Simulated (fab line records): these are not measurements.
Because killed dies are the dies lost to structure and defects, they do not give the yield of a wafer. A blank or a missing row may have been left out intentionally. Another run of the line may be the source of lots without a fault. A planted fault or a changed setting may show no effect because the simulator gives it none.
fab line records	flow n5Finfet
record: lots: 7	wafers: 19	lastDay: 17
route steps=1938 shown SD_EPI_P@295 BEOL_M4@1111 PASSIVATION@1936
lots that met no fault: taken from a fault-free run of the same line
startH: start of the lot's first displayed wafer, in hours after the record's first day	waitH: hours since the lot's step before	" unchanged from the row above	L1.1+2: a row that stands for several wafers	- no value present, or no start provided	* or withheld: withheld	< > ~ a bound
route shown NAME@n: names a module that has steps shown in the file, with the first one's number in the route	usual: mean and standard deviation over wafers with no fault	same: alike in all rows	chamber/n: place in a boat	sites: the reading at each site	_std_site: the values' standard deviation	_edge_site: outer sites' mean less inner sites'	radiusMm: how far each site lies from the wafer's centre	mask NAME#n: copy n	behind: tool/chamber where the wafer was last shaped	hold: reason for holding the lot/hours on hold/outcome of the hold	device: which transistor (n, p or np) failed to switch	end of line: tests of these same wafers at the route's end	a step with no rows: only its recipe	killed: count of dies lost to structure and defects at first sort (not the wafer's yield)	map: a wafer's dies, x killed, . not, _ none there
set.NAME: setting as actually run; set.NAME@STEP: the setting as run at that earlier step	model.NAME: the simulator's own value behind a step, which no gauge read
a table for each step, a row for each wafer; lots at some steps of the route
services: from which hour (startH, from the record's first day; less than 0 if before it) a tool's chamber was out of use, for how many hours, and why
== steps ==
step: N5_SD_EPI_P_COAT_34
recipe: resist: SOC	tempC: 250	timeS: 60	spinRpm: 1500	resistThkNm: 350
step: N5_SD_EPI_P_COAT_35
recipe: resist: SiARC	tempC: 220	timeS: 60	spinRpm: 1500	resistThkNm: 35
step: N5_SD_EPI_P_COAT_03
recipe: resist: CAR-ArF-block	spinRpm: 1500	resistThkNm: 150
step: N5_SD_EPI_P_EBR_05
recipe: solvent: PGMEA	ebrWidthMm: 1.5
step: N5_SD_EPI_P_SOFTBAKE_04
recipe: tempC: 110	timeS: 60	resist: CAR-ArF-block
step: N5_SD_EPI_P_EXPOSE_06
recipe: maskId: SD_P_BLK	na: 1.35	sourceShape: conventional	sigmaOuter: 0.8	polarization: unpolarized	targetCdNm: 240	doseMj: 39.5
step: N5_SD_EPI_P_PEB_07
recipe: pebTempC: 110	pebTimeS: 60	resist: CAR-ArF-block
step: N5_SD_EPI_P_DEVELOP_08
recipe: developTimeS: 30	developer: TMAH	resist: CAR-ArF-block	devTempC: 23	rinseLiquid: diw	dry: airSpin
step: N5_SD_EPI_P_CD_MEAS_09
recipe: targetCdNm: 240	landingEnergyEv: 500	detector: seInlens
usual: cdNm: 240.2/0.75
lot.wafer	tool	chamber	startH	waitH	cdNm
L461.1	cdSem-02	0	72.41	-	241.0
L461.3	"	0	"	"	240.4
L461.6	"	0	"	"	240.4
L463.1	cdSem-02	0	85.56	-	238.8
L463.3	"	0	"	"	238.1
L463.5	"	0	"	"	238.6
L465.1	cdSem-02	0	98.79	-	240.9
L465.2	"	0	"	"	240.8
L465.4	"	0	"	"	240.6
L476.2	cdSem-01	0	159.82	-	240.1
L476.3	"	0	"	"	239.8
L478.1	cdSem-02	0	176.23	-	240.8
L478.2	"	0	"	"	240.2
L478.5	"	0	"	"	240.0
L479.4	cdSem-03	0	179.84	-	239.6
L479.5	"	0	"	"	240.3
L480.2	cdSem-03	0	188.20	-	239.9
L480.3	"	0	"	"	239.6
L480.5	"	0	"	"	241.1
step: N5_SD_EPI_P_OVL_MEAS_10
recipe: pointsPerWafer: 44
usual: SD_P_BLK_OVL: 0.0/0.68
lot.wafer	tool	chamber	startH	waitH	SD_P_BLK_OVL[nm]
L461.1	overlay-02	0	72.44	0.0	-0.2
L461.3	"	0	"	"	0.0
L461.6	"	0	"	"	0.3
L463.1	overlay-02	0	85.60	0.0	0.4
L463.3	"	0	"	"	0.0
L463.5	"	0	"	"	0.0
L465.1	overlay-01	0	98.82	0.0	0.2
L465.2	"	0	"	"	0.7
L465.4	"	0	"	"	-0.2
L476.2	overlay-01	0	159.85	0.0	-0.6
L476.3	"	0	"	"	-0.4
L478.1	overlay-01	0	176.26	0.0	-0.7
L478.2	"	0	"	"	-1.8
L478.5	"	0	"	"	-0.3
L479.4	overlay-02	0	179.87	0.0	-1.0
L479.5	"	0	"	"	-0.8
L480.2	overlay-02	0	188.23	0.0	-0.8
L480.3	"	0	"	"	0.5
L480.5	"	0	"	"	0.1
step: N5_SD_EPI_P_INSPECT_11
recipe: mode: adi	inspectInstrument: macro
usual: rawDefectCount: 2.1/1.4
lot.wafer	tool	chamber	startH	waitH	rawDefectCount
L461.1	defectInspect-01	-	72.46	0.0	5
L461.3	"	-	"	"	3
L461.6	"	-	"	"	0
L463.1	defectInspect-02	-	85.62	0.0	3
L463.3	"	-	"	"	1
L463.5	"	-	"	"	2
L465.1	defectInspect-01	-	98.84	0.0	1
L465.2	"	-	"	"	2
L465.4	"	-	"	"	0
L476.2	defectInspect-01	-	159.87	0.0	1
L476.3	"	-	"	"	2
L478.1	defectInspect-02	-	176.28	0.0	0
L478.2	"	-	"	"	2
L478.5	"	-	"	"	3
L479.4	defectInspect-02	-	179.89	0.0	5
L479.5	"	-	"	"	4
L480.2	defectInspect-01	-	188.25	0.0	1
L480.3	"	-	"	"	2
L480.5	"	-	"	"	3
step: N5_SD_EPI_P_DESCUM_14
recipe: chemistry: O2	timeS: 7.9	sourcePowerW: 50	biasPowerW: 20	pressureMtorr: 20	rfFrequencyHz: 2.712e+07	tempC: 40	resist: CAR-ArF-block	o2FlowSccm: 225
usual: drypumpMotorCurrentA: 5.60/0.28	oesProductAu: 0.78/0.07	rfVppV: 243.7/1.1	showerheadPlenumPTorr: 2.13/0.041	throttleValvePct: 20.38/0.22
lot.wafer	tool	chamber	startH	waitH	drypumpMotorCurrentA	oesProductAu	rfHoursCounterH	rfVppV	showerheadPlenumPTorr	throttleValvePct
L461.1	rieDiel-06	0	72.50	0.0	5.83	0.76	136	245.0	2.16	20.25
L461.3	"	2	"	"	5.57	0.75	157	243.3	2.10	20.53
L461.6	"	3	"	"	5.29	0.90	-	241.5	2.05	20.34
L463.1	rieDiel-05	2	85.65	0.0	5.58	0.89	24	243.4	2.12	20.27
L463.3	"	0	"	"	6.01	0.77	140	244.6	2.19	20.26
L463.5	"	1	"	"	5.26	0.84	-	243.8	2.13	20.19
L465.1	rieDiel-05	2	98.88	0.0	5.57	0.88	29	243.2	2.12	20.25
L465.2	"	3	"	"	5.54	0.71	193	242.8	2.08	20.66
L465.4	"	1	"	"	5.24	0.84	64	241.6	2.12	20.21
L476.2	rieDiel-05	3	159.90	0.0	5.54	0.70	210	242.5	2.07	20.68
L476.3	"	1	"	"	5.29	0.81	80	243.0	2.12	20.24
L478.1	rieDiel-05	3	176.61	0.3	5.55	0.70	214	242.7	2.07	20.69
L478.2	"	1	"	"	5.27	0.81	85	243.1	2.12	20.22
L478.5	"	3	"	"	5.55	0.70	-	241.6	2.07	20.70
L479.4	rieDiel-05	0	179.93	0.0	6.03	0.76	167	244.3	2.18	20.28
L479.5	"	2	"	"	5.57	0.85	-	244.1	2.11	20.28
L480.2	rieDiel-01	1	188.29	0.0	5.96	0.68	232	243.7	2.18	20.99
L480.3	"	0	"	"	6.10	0.90	15	243.0	2.16	20.52
L480.5	"	1	"	"	5.96	0.69	-	244.3	2.18	20.99
step: N5_SD_EPI_P_ETCH_36
recipe: chemistry: CF4	target: SiARC	targetDepthA: 455	maskMaterial: CAR-ArF-block	timeS: 75.8	ionEnergyEv: 80	pressureMtorr: 40	sourceW: 545	biasW: 36	Ar_flow_sccm: 100	cf4FlowSccm: 100	ends: cleared
usual: drypumpMotorCurrentA: 5.60/0.28	etchRfOnTimeS: 75.3/1.3	oesProductAu: 0.67/0.063	rfVppV: 184.5/1	showerheadPlenumPTorr: 2.17/0.045	throttleValvePct: 15.58/0.21
lot.wafer	tool	chamber	startH	waitH	drypumpMotorCurrentA	etchRfOnTimeS	oesProductAu	rfHoursCounterH	rfVppV	showerheadPlenumPTorr	throttleValvePct
L461.1	rieDiel-06	0	72.53	0.0	5.82	78.5	0.64	136	185.8	2.23	15.61
L461.3	"	2	"	"	5.56	76.3	0.64	157	184.3	2.14	15.71
L461.6	"	3	"	"	5.28	73.2	0.77	-	183.4	2.10	15.47
L463.1	rieDiel-05	2	85.69	0.0	5.53	75.9	0.76	24	184.7	2.19	15.50
L463.3	"	0	"	"	6.03	75.6	0.66	140	184.5	2.25	15.48
L463.5	"	1	"	"	5.24	74.8	0.73	-	184.8	2.16	15.27
L465.1	rieDiel-05	2	98.91	0.0	5.55	75.7	0.76	29	185.5	2.18	15.50
L465.2	"	3	"	"	5.55	75.2	0.62	193	184.1	2.13	15.83
L465.4	"	1	"	"	5.27	73.9	0.72	64	183.2	2.16	15.29
L476.2	rieDiel-05	3	159.94	0.0	5.55	76.5	0.60	210	183.1	2.12	15.88
L476.3	"	1	"	"	5.27	107.1	0.60	80	184.3	2.15	15.32
L478.1	rieDiel-05	3	176.65	0.0	5.55	74.9	0.60	214	185.4	2.12	15.88
L478.2	"	1	"	"	5.27	73.1	0.71	85	184.4	2.15	15.33
L478.5	"	3	"	"	5.54	108.9	0.52	-	182.0	2.12	15.89
L479.4	rieDiel-05	0	179.96	0.0	6.03	74.8	0.64	167	184.3	2.24	15.53
L479.5	"	2	"	"	5.56	109.3	0.63	-	183.9	2.18	15.54
L480.2	rieDiel-01	1	188.32	0.0	5.90	76.6	0.59	232	184.9	2.20	16.02
L480.3	"	0	"	"	6.09	76.5	0.78	15	184.1	2.18	15.49
L480.5	"	1	"	"	5.91	76.6	0.60	-	185.9	2.20	16.04
step: N5_SD_EPI_P_ETCH_37
recipe: chemistry: N2/H2	target: SOC	overetchA: 1080	maskMaterial: SiARC	tempC: 40	ionEnergyEv: 100	sourceW: 3000	biasW: 133	pressureMtorr: 20	timeS: 486	n2FlowSccm: 200	h2FlowSccm: 200	ends: endPoint
usual: drypumpMotorCurrentA: 5.60/0.28	oesProductAu: 0.70/0.062	rfVppV: 241.2/0.99	showerheadPlenumPTorr: 2.58/0.055	throttleValvePct: 23.86/0.24
lot.wafer	tool	chamber	startH	waitH	drypumpMotorCurrentA	oesProductAu	rfHoursCounterH	rfVppV	showerheadPlenumPTorr	throttleValvePct
L461.1	rieDiel-06	0	72.59	0.0	5.85	0.68	136	241.7	2.65	23.96
L461.3	"	2	"	"	5.56	0.66	157	241.4	2.54	23.71
L461.6	"	3	"	"	5.30	0.79	-	240.6	2.50	24.08
L463.1	rieDiel-05	2	85.74	0.0	5.55	0.80	24	242.0	2.61	24.10
L463.3	"	0	"	"	5.99	0.68	141	244.1	2.65	23.83
L463.5	"	1	"	"	5.28	0.75	-	241.8	2.59	23.73
L465.1	rieDiel-05	2	98.97	0.0	5.55	0.80	29	240.7	2.60	24.09
L465.2	"	3	"	"	5.55	0.64	193	239.4	2.50	23.65
L465.4	"	1	"	"	5.31	0.75	64	240.7	2.59	23.72
L476.2	rieDiel-05	3	159.99	0.0	5.54	0.63	210	241.1	2.50	23.65
L476.3	"	1	"	"	5.27	0.74	80	241.1	2.59	23.76
L478.1	rieDiel-05	3	176.70	0.0	5.55	0.63	214	241.5	2.49	23.65
L478.2	"	1	"	"	5.25	0.73	85	240.4	2.58	23.75
L478.5	"	3	"	"	5.55	0.63	-	238.9	2.49	23.67
L479.4	rieDiel-05	0	180.02	0.0	6.08	0.66	167	242.7	2.64	23.87
L479.5	"	2	"	"	5.55	0.76	-	241.3	2.59	24.14
L480.2	rieDiel-01	1	188.38	0.0	5.95	0.63	232	242.2	2.62	24.47
L480.3	"	0	"	"	6.10	0.81	15	240.0	2.61	24.18
L480.5	"	1	"	"	5.95	0.63	-	241.8	2.62	24.50
step: N5_BEOL_M4_RC_MEAS_101
usual: DIBL_N: 35.8/1.5	DIBL_P: 35.9/1.8	IOFF_N: 0.152/0.025	IOFF_P: 0.21/0.031	ION_N: 672/11	ION_P: 462/7.4	SS_N: 71.5/0.52	SS_P: 73.2/0.54	VT_N: 250/3	VT_P: -250/3.3
lot.wafer	tool	chamber	startH	waitH	DIBL_N[mV/V]	DIBL_P[mV/V]	IOFF_N[nA/um]	IOFF_P[nA/um]	ION_N[uA/um]	ION_P[uA/um]	SS_N[mV/dec]	SS_P[mV/dec]	VT_N[mV]	VT_P[mV]
L461.1	prober-01	0	178.53	0.0	35.7	33.7	0.129	0.16	669	461	71.3	72.9	254	-256
L461.3	"	0	"	"	37.3	35.2	0.144	0.18	661	450	70.8	73.3	252	-254
L461.6	"	0	"	"	36.7	33.4	0.127	0.15	661	450	71.7	73.0	255	-257
L463.1	prober-02	0	202.21	0.0	35.4	34.0	0.139	0.20	665	460	71.3	72.9	250	-247
L463.3	"	0	"	"	37.5	35.9	0.173	0.24	673	463	71.0	73.0	247	-245
L463.5	"	0	"	"	35.8	33.8	0.145	0.21	669	463	71.4	73.2	249	-247
L465.1	prober-02	0	208.85	0.0	37.1	36.5	0.136	0.18	659	458	71.9	73.8	251	-255
L465.2	"	0	"	"	35.2	33.9	0.110	0.14	656	447	70.9	72.4	257	-261
L465.4	"	0	"	"	34.8	33.8	0.112	0.14	671	448	70.8	73.8	255	-258
L476.2	prober-02	0	271.59	0.2	35.1	37.7	0.185	0.25	683	467	71.7	73.6	247	-248
L476.3	"	0	"	"	33.5	34.7	0.147	0.20	671	459	71.0	72.7	249	-250
L478.1	prober-01	0	289.18	0.0	32.4	33.3	0.116	0.20	660	468	71.5	72.3	253	-248
L478.2	"	0	"	"	34.6	35.6	0.152	0.23	689	477	71.6	72.6	250	-247
L478.5	"	0	"	"	34.5	35.4	0.141	0.22	656	459	71.5	73.0	252	-245
L479.4	prober-02	0	300.83	0.5	35.3	36.5	0.157	0.22	672	467	71.7	73.4	248	-248
L479.5	"	0	"	"	37.5	39.3	0.206	0.28	681	471	71.9	74.0	247	-246
L480.2	prober-01	0	303.50	0.2	34.3	33.5	0.120	0.19	653	455	70.4	72.2	256	-250
L480.3	"	0	"	"	38.3	38.4	0.200	0.28	685	470	71.4	72.8	249	-244
L480.5	"	0	"	"	33.3	32.8	0.114	0.18	656	455	70.2	72.3	252	-251
step: N5_PASSIVATION_PROBE_49
usual: defectLimitedYield: 91.7/1.7	killed_at_M0_to_M3: 34/10	killed_at_M4_up: 13/5.1	killedAtContacts: 12/6.2	killedAtFrontEnd: 36/12	killedAtOther: 3.2/2.6	killedDies: 98/20	killedOpen: 65/13	killedShort: 32/8.4	sort_bin_5_function: 4.8/1.1	sort_bin_6_memory: 3.2/0.74	sortNPass: 1082/20	sortYieldPct: 91.7/1.7
same: grossDies: 1180	killedAtBackSide: 0	sort_bin_4_leakage[%]: 0	sort_bin_8_speed[%]: 0
lot.wafer	tool	chamber	startH	waitH	defectLimitedYield[%]	killed_at_M0_to_M3	killed_at_M4_up	killedAtContacts	killedAtFrontEnd	killedAtOther	killedDies	killedOpen	killedShort	sort_bin_5_function[%]	sort_bin_6_memory[%]	sortNPass	sortYieldPct[%]
L461.1	prober-02	-	280.81	0.0	93.4	23	14	14	19	8	78	52	26	4.0	2.3	1102	93.4
L461.3	prober-02	-	280.91	0.1	92.2	31	7	14	35	5	92	56	36	4.4	2.9	1088	92.2
L461.6	prober-02	-	281.06	0.3	91.6	32	18	20	14	15	99	66	33	5.5	2.5	1081	91.6
L463.1	prober-01	-	308.72	0.0	91.9	31	28	9	27	0	95	65	29	4.2	3.8	1085	91.9
L463.3	prober-01	-	308.82	0.1	92.6	25	24	8	28	2	87	58	29	5.2	2.1	1093	92.6
L463.5	prober-01	-	308.92	0.2	90.9	35	22	7	42	1	107	72	34	4.8	4.1	1073	90.9
L476.2	prober-02	-	376.54	0.1	89.1	44	14	7	61	3	129	83	46	5.8	4.6	1051	89.1
L476.3	prober-02	-	376.59	0.1	92.1	38	10	8	34	3	93	66	27	4.5	3.3	1087	92.1
L478.1	prober-02	-	391.97	0.0	91.0	63	14	4	22	3	106	75	29	6.0	2.9	1074	91.0
L478.2	prober-02	-	392.02	0.1	93.2	37	13	4	23	3	80	53	25	3.8	2.7	1100	93.2
L478.5	prober-02	-	392.17	0.2	92.3	39	23	8	13	8	91	59	31	4.0	3.4	1089	92.3
L480.2	prober-02	-	412.97	0.1	92.9	34	18	8	22	2	84	58	24	4.1	2.3	1096	92.9
L480.3	prober-02	-	413.02	0.1	91.3	27	19	10	45	2	103	66	36	6.0	2.5	1077	91.3
L480.5	prober-02	-	413.12	0.2	92.1	33	10	10	35	5	93	56	32	4.7	3.0	1087	92.1
killed by level:class
L461.1 MOL_CONTACT_COAG:geometricParticle:open=10 BEOL_M4:geometricParticle:open=6 DUMMY_GATE:geometricParticle:open=5 BEOL_M0:geometricParticle:open=4 MOL_CONTACT_COAG:geometricParticle:short=4 BEOL_M0_SAQP:geometricParticle:short=4 BEOL_M2:geometricParticle:open=4 STI_FIN_REVEAL:geometricParticle:open=3
L461.3 MOL_CONTACT_COAG:geometricParticle:open=13 BEOL_M0_SAQP:geometricParticle:short=11 FIN_SAQP:geometricParticle:short=8 FIN_SAQP:geometricParticle:open=8 BEOL_M2:geometricParticle:open=6 BEOL_M0_SAQP:geometricParticle:open=5 STI_FIN_REVEAL:geometricParticle:open=3 DUMMY_GATE:geometricParticle:open=3
L461.6 MOL_CONTACT_COAG:geometricParticle:open=18 BEOL_M4:geometricParticle:open=12 BEOL_M0_SAQP:geometricParticle:short=10 BEOL_M0_SAQP:geometricParticle:open=7 BEOL_M1:geometricParticle:open=5 MIM_TOP:geometricParticle:open=4 STARTING-WAFER:geometricParticle:short=4 MIM_TOP:geometricParticle:short=3
L463.1 BEOL_M4:geometricParticle:open=13 MOL_CONTACT_COAG:geometricParticle:open=8 BEOL_M3:geometricParticle:open=7 BEOL_M0_SAQP:geometricParticle:open=6 BEOL_M2:geometricParticle:open=5 STI_FIN_REVEAL:geometricParticle:open=4 ILD0:geometricParticle:open=4 BEOL_M0_SAQP:geometricParticle:short=4
L463.3 BEOL_M4:geometricParticle:open=14 BEOL_M0_SAQP:geometricParticle:short=9 MOL_CONTACT_COAG:geometricParticle:open=8 BEOL_M0_SAQP:geometricParticle:open=8 STI_FIN_REVEAL:geometricParticle:open=7 DUMMY_GATE:geometricParticle:open=5 GATE_CUT:geometricParticle:short=3 BEOL_M2:geometricParticle:open=3
L463.5 BEOL_M3:geometricParticle:open=10 BEOL_M4:geometricParticle:open=10 FIN_SAQP:geometricParticle:open=9 BEOL_M0_SAQP:geometricParticle:short=7 MOL_CONTACT_COAG:geometricParticle:open=6 FIN_SAQP:geometricParticle:short=5 STI_FIN_REVEAL:geometricParticle:open=5 DUMMY_GATE:geometricParticle:open=5
L476.2 BEOL_M2:geometricParticle:open=13 FIN_SAQP:geometricParticle:short=11 GATE_CUT:geometricParticle:short=11 BEOL_M0_SAQP:geometricParticle:open=11 FIN_SAQP:geometricParticle:open=8 STI_FIN_REVEAL:geometricParticle:open=8 BEOL_M4:geometricParticle:open=6 BEOL_M5:geometricParticle:open=6
L476.3 BEOL_M0_SAQP:geometricParticle:open=13 STI_FIN_REVEAL:geometricParticle:open=8 MOL_CONTACT_COAG:geometricParticle:open=7 GATE_CUT:geometricParticle:short=7 BEOL_M0_SAQP:geometricParticle:short=7 BEOL_M1:geometricParticle:open=6 BEOL_M4:geometricParticle:open=6 FIN_SAQP:geometricParticle:open=5
L478.1 BEOL_M2:geometricParticle:open=16 BEOL_M0_SAQP:geometricParticle:open=14 BEOL_M0_SAQP:geometricParticle:short=10 BEOL_M1:geometricParticle:open=10 BEOL_M3:geometricParticle:open=6 MOL_CONTACT_COAG:geometricParticle:open=4 BEOL_M2:geometricParticle:short=4 BEOL_M4:geometricParticle:open=4
L478.2 BEOL_M1:geometricParticle:open=9 BEOL_M0_SAQP:geometricParticle:short=8 GATE_CUT:geometricParticle:open=6 BEOL_M0_SAQP:geometricParticle:open=6 BEOL_M3:geometricParticle:open=6 BEOL_M7:geometricParticle:open=4 MOL_CONTACT_COAG:geometricParticle:open=3 STARTING-WAFER:geometricParticle:open=3
L478.5 BEOL_M0_SAQP:geometricParticle:short=14 BEOL_M4:geometricParticle:open=13 MOL_CONTACT_COAG:geometricParticle:open=7 BEOL_M0_SAQP:geometricParticle:open=7 FIN_SAQP:geometricParticle:open=4 BEOL_M2:geometricParticle:open=4 BEOL_M3:geometricParticle:open=4 PASS1_CAP:geometricParticle:open=4
L480.2 BEOL_M0_SAQP:geometricParticle:open=8 MOL_CONTACT_COAG:geometricParticle:open=7 BEOL_M2:geometricParticle:open=6 BEOL_M1:geometricParticle:open=6 FIN_SAQP:geometricParticle:open=5 BEOL_M0_SAQP:geometricParticle:short=5 STI_FIN_REVEAL:geometricParticle:open=4 BEOL_M5:geometricParticle:short=4
L480.3 FIN_SAQP:geometricParticle:short=8 STI_FIN_REVEAL:geometricParticle:open=8 MOL_CONTACT_COAG:geometricParticle:open=8 BEOL_M0_SAQP:geometricParticle:short=8 BEOL_M4:geometricParticle:open=6 FIN_SAQP:geometricParticle:open=5 DUMMY_GATE:geometricParticle:open=5 BEOL_M3:geometricParticle:open=5
L480.5 BEOL_M0_SAQP:geometricParticle:short=9 FIN_SAQP:geometricParticle:open=8 MOL_CONTACT_COAG:geometricParticle:open=8 BEOL_M1:geometricParticle:short=6 FIN_SAQP:geometricParticle:short=5 DUMMY_GATE:geometricParticle:open=4 BEOL_M1:geometricParticle:open=4 BEOL_M2:geometricParticle:open=4
== services ==
tool	chamber	startH	hours	kind
rieDiel-05	1	73.51	5.2	repair
rieDiel-01	0	126.57	-	clean
rieDiel-01	0	126.57	-	consumableReplace:focusRing
rieDiel-01	0	126.57	18.5	scheduledDown
rieDiel-01	0	126.57	18.5	ventCycle
rieDiel-06	1	130.63	9.8	repair
rieDiel-06	1	140.64	-	clean
rieDiel-06	1	140.64	-	consumableReplace:focusRing
rieDiel-06	1	140.64	25.2	scheduledDown
rieDiel-06	1	140.64	25.2	ventCycle
rieDiel-06	2	149.71	12.8	repair
rieDiel-01	3	157.99	1.5	repair
rieDiel-06	1	177.25	22.2	repair
== key ==
firstSign: step: N5_SD_EPI_P_ETCH_36	reading: etchRfOnTimeS	direction: up	sigmas: 25	usual: *	struck: *
effect none on later readings
metAt N5_SD_EPI_P_ETCH_36
struckWafers L476.3,L478.5,L479.5
onsetBetween 98.91 159.94
fault: kind: processParameterDrift	tool: rieDiel-05	chamber: -	onsetH: 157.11	steps: N5_SD_EPI_P_ETCH_36	channel: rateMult	offset: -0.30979	shape: step	endH: 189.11	scope: struckWafersOnly
